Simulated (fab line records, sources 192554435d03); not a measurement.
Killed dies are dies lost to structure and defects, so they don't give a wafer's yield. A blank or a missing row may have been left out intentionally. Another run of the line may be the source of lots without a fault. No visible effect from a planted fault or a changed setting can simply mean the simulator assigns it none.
Chamber matching || flow n5 finfet || N5_HKMG_FIN_ALD_75 on ald hk-02 has 4 sister chambers
The step deposits Al2O3, target thk 1 nm, co reactant pulse time 1 s. 4 wafers are shown with their chamber, then 7 later ones without.

WAFERS, EACH WITH ITS CHAMBER
{"wafer": "L084.1", "chamber": 1, "heater power w (W)": 135}
{"wafer": "L084.6", "chamber": 0, "heater power w (W)": 187}
{"wafer": "L087.1", "chamber": 3, "heater power w (W)": 138}
{"wafer": "L087.2", "chamber": 2, "heater power w (W)": 182}

WAFERS WITH NO CHAMBER GIVEN
{"wafer": "L087.4", "heater power w (W)": 179}
{"wafer": "L095.2", "heater power w (W)": 142}
{"wafer": "L095.4", "heater power w (W)": 188}
{"wafer": "L095.5", "heater power w (W)": 137}
{"wafer": "L096.2", "heater power w (W)": 182}
{"wafer": "L096.3", "heater power w (W)": 185}
{"wafer": "L096.4", "heater power w (W)": 136}

THE CHAMBER EACH PASSED THROUGH
{"wafer": "L087.4", "from the rows above": 2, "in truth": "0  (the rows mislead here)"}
{"wafer": "L095.2", "from the rows above": "can't be placed: 3 or 1", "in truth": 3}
{"wafer": "L095.4", "from the rows above": 0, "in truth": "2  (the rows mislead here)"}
{"wafer": "L095.5", "from the rows above": "can't be placed: 3 or 1", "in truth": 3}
{"wafer": "L096.2", "from the rows above": 2, "in truth": 2}
{"wafer": "L096.3", "from the rows above": "can't be placed: 0 or 2", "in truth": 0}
{"wafer": "L096.4", "from the rows above": "can't be placed: 1 or 3", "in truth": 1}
Correct placement for 1 of the 7. Can't be placed from these rows: 4 (the true chamber is among the candidates in 4). Number placed wrongly: 2.
How it was worked out, from the rows above alone: a wafer's distance from a chamber is the root of the sum, over the readings, of the square of ((its reading less the chamber's mean) divided by the reading's scatter). If the next closest chamber is less than 2 further off than the closest, the wafer can't be placed; otherwise it belongs to the closest. A chamber's mean is the mean of its shown wafers. The scatter: root of mean squared gap, hidden wafer to nearest shown wafer, with one shown wafer a chamber.
